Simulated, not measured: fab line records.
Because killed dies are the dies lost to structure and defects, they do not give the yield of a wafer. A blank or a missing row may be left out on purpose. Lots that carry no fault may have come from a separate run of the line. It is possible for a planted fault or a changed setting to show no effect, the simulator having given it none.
One fault through the eyes of 2 desks    flow nandHarc    each desk holds nothing but its own numbers, with what lay behind them at the end

## METROLOGY DESK
Means of the sampled wafers that have a number, per lot and without regard to the tool the lot ran on: this is what the gauges read. Any lot whose mean is over 4 standard deviations away from the usual mean is out of limits and marked OUT; that distance is given in the brackets.
Columns: A = overlayXNm at NHARC_P_GATE_OVL_MEAS_27, usual 0.0 nm; B = overlayYNm at NHARC_P_GATE_OVL_MEAS_27, usual 0.1 nm
lot   first seen here  A     B
L373  day 5 14:19      -0.8  1.0
L375  day 6 12:47      -0.5  0.4
L376  day 6 18:32      -0.6  -0.7
L382  day 9 08:21      -0.1  -0.1
L387  day 11 00:40     1.8   1.2
L386  day 11 01:09     -0.9  0.7
L389  day 12 01:20     1.7   -0.9
L391  day 12 20:38     0.7   -0.2
L392  day 13 13:42     0.9   0.1
L393  day 13 20:17     1.3   0.4
L394  day 14 01:38     0.3   1.2
L395  day 14 15:31     0.3   -0.0
This desk found nothing out of limits on any of the 12 lots.

## TOOL OWNER'S DESK, cmp-04
The tool's own readings at NHARC_P_STI_CMP_21 (polishes, t overpolish 20 s, target thk 380.67 nm): means of the sampled wafers that have a number, for each lot that ran on this tool. Any lot whose mean is over 4 standard deviations away from the usual mean is out of limits and marked OUT; that distance is given in the brackets.
Columns: A = motorCurrentA at NHARC_P_STI_CMP_21, usual 11.6 A; B = overpolishRunS at NHARC_P_STI_CMP_21, usual 20.000 s; C = padLifeWafers at NHARC_P_STI_CMP_21, usual 174
lot   first seen here  A     B                         C
L375  day 4 22:14      11.1  20.003                    265
L376  day 5 07:34      11.4  20.002                    294
L382  day 7 18:49      11.4  35.131 (+99 or more) OUT  157
L389  day 10 17:04     11.8  20.008                    74
L391  day 11 12:51     11.7  20.000                    146
L394  day 12 18:58     10.9  19.987                    241
This desk's verdict: out of limits on L382, starting with L382 at day 7 18:49 (overpolishRunS at NHARC_P_STI_CMP_21). In limits: L375, L376, L389, L391, L394.

## ALL TOGETHER
The tool owner's desk could have raised an alarm at day 7 18:49, on L382.
Nothing out of limits was seen by the metrology desk.
The metrology desk has L382 on record, within its limits.
The lots listed all ran NHARC_P_STI_CMP_21 on cmp-04.

## WHAT WAS PUT IN BY THE SIMULATOR
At NHARC_P_STI_CMP_21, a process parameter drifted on cmp-04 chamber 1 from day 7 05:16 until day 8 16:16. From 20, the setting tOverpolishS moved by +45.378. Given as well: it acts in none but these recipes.
Struck lots among those shown: L382.
How many hours passed from the start of the fault until each desk's first out-of-limits reading: the tool owner's desk, 14.
